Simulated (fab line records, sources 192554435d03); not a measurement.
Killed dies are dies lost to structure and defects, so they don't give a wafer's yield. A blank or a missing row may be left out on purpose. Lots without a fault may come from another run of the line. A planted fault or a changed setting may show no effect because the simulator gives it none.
One fault seen from 2 desks | flow n5_finfet | each desk has only its own numbers; what lay behind them comes last

THE METROLOGY DESK
What the gauges read, lot by lot, whatever tool the lot ran on: means of the sampled wafers that have a number. A lot is out of limits, marked OUT, if its mean lies more than 4 standard deviations from the usual mean; the brackets give that distance. Of its 11 readings 7 are shown: those that lie furthest out on some lot.
Columns: A = DIBL_N at N5_BEOL_M4_RC_MEAS_101, usual 36.2 mV/V; B = DIBL_P at N5_BEOL_M4_RC_MEAS_101, usual 36.5 mV/V; C = ION_N at N5_BEOL_M4_RC_MEAS_101, usual 675 uA/um; D = ION_P at N5_BEOL_M4_RC_MEAS_101, usual 464 uA/um; E = SS_N at N5_BEOL_M4_RC_MEAS_101, usual 71.5 mV/dec; F = VT_N at N5_BEOL_M4_RC_MEAS_101, usual 250.4 mV; G = TV_OVL at N5_PASSIVATION_OVL_MEAS_60, usual -5 nm
lot  | first seen here | A    | B    | C   | D   | E    | F     | G
L238 | day 7 20:24     | 37.5 | 38.0 | 681 | 471 | 71.8 | 250.1 | -9
L240 | day 8 17:38     | 37.3 | 36.5 | 668 | 460 | 72.0 | 253.2 | -4
L241 | day 8 18:03     | 35.6 | 35.5 | 656 | 451 | 71.4 | 253.5 | 2
L243 | day 9 10:29     | 38.5 | 38.5 | 684 | 462 | 71.6 | 251.3 | -10
L244 | day 9 19:01     | 34.9 | 34.8 | 673 | 465 | 71.5 | 255.7 | -4
L256 | day 12 12:52    | 35.7 | 38.1 | 668 | 460 | 72.2 | 250.6 | 4
L258 | day 13 14:35    | 36.0 | 36.8 | 673 | 461 | 71.4 | 248.2 | -5
L257 | day 13 19:52    | 37.7 | 36.3 | 666 | 464 | 72.3 | 250.7 | -9
L260 | day 14 01:01    | 36.9 | 36.8 | 677 | 467 | 72.2 | 250.6 | -12
L259 | day 14 08:34    | 34.0 | 34.2 | 672 | 471 | 70.9 | 251.0 | -5
This desk's finding: nothing out of limits on any of the 10 lots.

THE TOOL OWNER'S DESK: pecvd-03
The tool's own readings at N5_PASSIVATION_PECVD_01 (deposits SiNx from SiH4/NH3/N2, target thk 200 nm, time 43.2 s): means of the sampled wafers that have a number, for each lot that ran on this tool. A lot is out of limits, marked OUT, if its mean lies more than 4 standard deviations from the usual mean; the brackets give that distance.
Columns: A = heater_power_w at N5_PASSIVATION_PECVD_01, usual 369 W; B = showerhead_plenum_p_Torr at N5_PASSIVATION_PECVD_01, usual 8.64 Torr; C = throttle_valve_pct at N5_PASSIVATION_PECVD_01, usual 28.7 %
lot  | first seen here | A   | B    | C
L241 | day 13 04:01    | 354 | 8.66 | 28.0
L244 | day 14 11:02    | 317 | 8.70 | 27.1
L260 | day 18 10:34    | 376 | 8.61 | 29.0
This desk's finding: nothing out of limits on any of the 3 lots.

PUT TOGETHER
The metrology desk saw nothing out of limits.
The tool owner's desk saw nothing out of limits.

WHAT THE SIMULATOR HAD PUT IN
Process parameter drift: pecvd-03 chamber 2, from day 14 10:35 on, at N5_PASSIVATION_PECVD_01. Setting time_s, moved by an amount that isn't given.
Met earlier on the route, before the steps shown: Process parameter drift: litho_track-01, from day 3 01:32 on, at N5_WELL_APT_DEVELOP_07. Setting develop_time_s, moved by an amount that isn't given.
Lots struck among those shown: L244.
